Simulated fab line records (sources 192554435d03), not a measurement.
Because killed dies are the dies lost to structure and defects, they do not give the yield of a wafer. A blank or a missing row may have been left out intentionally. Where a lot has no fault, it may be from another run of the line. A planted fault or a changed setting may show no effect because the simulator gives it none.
Matching of chambers || flow n5Finfet || N5_BEOL_M7_DESCUM_16 on rieDiel-06 has 3 sister chambers
The step chemistry O2, time 7.9 s. 20 wafers are shown with their chamber, then 5 later ones without.

== EACH WAFER AND ITS CHAMBER ==
{"wafer": "L074.1", "chamber": 3, "throttleValvePct (%)": 20.59, "drypumpMotorCurrentA (A)": 5.3, "showerheadPlenumPTorr (Torr)": 1.97}
{"wafer": "L074.3", "chamber": 2, "throttleValvePct (%)": 20.10, "drypumpMotorCurrentA (A)": 4.8, "showerheadPlenumPTorr (Torr)": 2.14}
{"wafer": "L074.5", "chamber": 2, "throttleValvePct (%)": 20.09, "drypumpMotorCurrentA (A)": 4.8, "showerheadPlenumPTorr (Torr)": 2.14}
{"wafer": "L075.3", "chamber": 0, "throttleValvePct (%)": 20.74, "drypumpMotorCurrentA (A)": 5.3, "showerheadPlenumPTorr (Torr)": 2.05}
{"wafer": "L075.4", "chamber": 2, "throttleValvePct (%)": 20.11, "drypumpMotorCurrentA (A)": 4.8, "showerheadPlenumPTorr (Torr)": 2.14}
{"wafer": "L075.6", "chamber": 3, "throttleValvePct (%)": 20.57, "drypumpMotorCurrentA (A)": 5.3, "showerheadPlenumPTorr (Torr)": 1.97}
{"wafer": "L082.2", "chamber": 0, "throttleValvePct (%)": 20.76, "drypumpMotorCurrentA (A)": 5.4, "showerheadPlenumPTorr (Torr)": 2.04}
{"wafer": "L082.4", "chamber": 0, "throttleValvePct (%)": 20.77, "drypumpMotorCurrentA (A)": 5.3, "showerheadPlenumPTorr (Torr)": 2.04}
{"wafer": "L082.6", "chamber": 2, "throttleValvePct (%)": 20.10, "drypumpMotorCurrentA (A)": 4.8, "showerheadPlenumPTorr (Torr)": 2.14}
{"wafer": "L084.1", "chamber": 3, "throttleValvePct (%)": 20.62, "drypumpMotorCurrentA (A)": 5.3, "showerheadPlenumPTorr (Torr)": 1.97}
{"wafer": "L084.3", "chamber": 0, "throttleValvePct (%)": 20.78, "drypumpMotorCurrentA (A)": 5.3, "showerheadPlenumPTorr (Torr)": 2.04}
{"wafer": "L084.4", "chamber": 3, "throttleValvePct (%)": 20.61, "drypumpMotorCurrentA (A)": 5.3, "showerheadPlenumPTorr (Torr)": 1.97}
{"wafer": "L088.2", "chamber": 2, "throttleValvePct (%)": 20.13, "drypumpMotorCurrentA (A)": 4.8, "showerheadPlenumPTorr (Torr)": 2.13}
{"wafer": "L088.3", "chamber": 3, "throttleValvePct (%)": 20.62, "drypumpMotorCurrentA (A)": 5.3, "showerheadPlenumPTorr (Torr)": 1.96}
{"wafer": "L088.5", "chamber": 3, "throttleValvePct (%)": 20.61, "drypumpMotorCurrentA (A)": 5.3, "showerheadPlenumPTorr (Torr)": 1.96}
{"wafer": "L086.1", "chamber": 2, "throttleValvePct (%)": 20.13, "drypumpMotorCurrentA (A)": 4.8, "showerheadPlenumPTorr (Torr)": 2.13}
{"wafer": "L086.2", "chamber": 0, "throttleValvePct (%)": 20.79, "drypumpMotorCurrentA (A)": 5.4, "showerheadPlenumPTorr (Torr)": 2.04}
{"wafer": "L086.5", "chamber": 2, "throttleValvePct (%)": 20.12, "drypumpMotorCurrentA (A)": 4.8, "showerheadPlenumPTorr (Torr)": 2.13}
{"wafer": "L091.2", "chamber": 3, "throttleValvePct (%)": 20.64, "drypumpMotorCurrentA (A)": 5.3, "showerheadPlenumPTorr (Torr)": 1.96}
{"wafer": "L091.4", "chamber": 0, "throttleValvePct (%)": 20.79, "drypumpMotorCurrentA (A)": 5.3, "showerheadPlenumPTorr (Torr)": 2.04}

SIGNATURES (averages over the wafers above)
{"reading": "throttleValvePct", "chamber 0": 20.7717, "chamber 2": 20.1114, "chamber 3": 20.6086, "scatter within a chamber": 0.0195}
{"reading": "drypumpMotorCurrentA", "chamber 0": 5.333, "chamber 2": 4.800, "chamber 3": 5.300, "scatter within a chamber": 0.028}
{"reading": "showerheadPlenumPTorr", "chamber 0": 2.0417, "chamber 2": 2.1357, "chamber 3": 1.9657, "scatter within a chamber": 0.00501}
Rule: for a wafer and a chamber, the distance is found by dividing, reading by reading, the gap between the wafer's reading and the chamber's mean by the reading's scatter, squaring, summing and taking the root. If the next closest chamber is less than 2 further off than the closest, the wafer can't be placed; otherwise it belongs to the closest. How the scatter is found: for the shown wafers, subtract from each reading the mean of its chamber, square and add these, divide the total by (wafers less chambers), then take the root.

== WAFERS WITHOUT THEIR CHAMBER ==
{"wafer": "L090.5", "throttleValvePct (%)": 20.14, "drypumpMotorCurrentA (A)": 4.8, "showerheadPlenumPTorr (Torr)": 2.13}
{"wafer": "L090.6", "throttleValvePct (%)": 20.64, "drypumpMotorCurrentA (A)": 5.3, "showerheadPlenumPTorr (Torr)": 1.96}
{"wafer": "L093.4", "throttleValvePct (%)": 20.64, "drypumpMotorCurrentA (A)": 5.3, "showerheadPlenumPTorr (Torr)": 1.96}
{"wafer": "L093.5", "throttleValvePct (%)": 20.81, "drypumpMotorCurrentA (A)": 5.3, "showerheadPlenumPTorr (Torr)": 2.04}
{"wafer": "L094.6", "throttleValvePct (%)": 20.82, "drypumpMotorCurrentA (A)": 5.3, "showerheadPlenumPTorr (Torr)": 2.04}

== THE CHAMBER EACH PASSED THROUGH ==
{"wafer": "L090.5", "from the rows above": 2, "in truth": 2}
{"wafer": "L090.6", "from the rows above": 3, "in truth": 3}
{"wafer": "L093.4", "from the rows above": 3, "in truth": 3}
{"wafer": "L093.5", "from the rows above": 0, "in truth": 0}
{"wafer": "L094.6", "from the rows above": 0, "in truth": 0}
Correctly placed: 5 of 5. Not placeable from these rows: 0. Placed wrongly: 0.
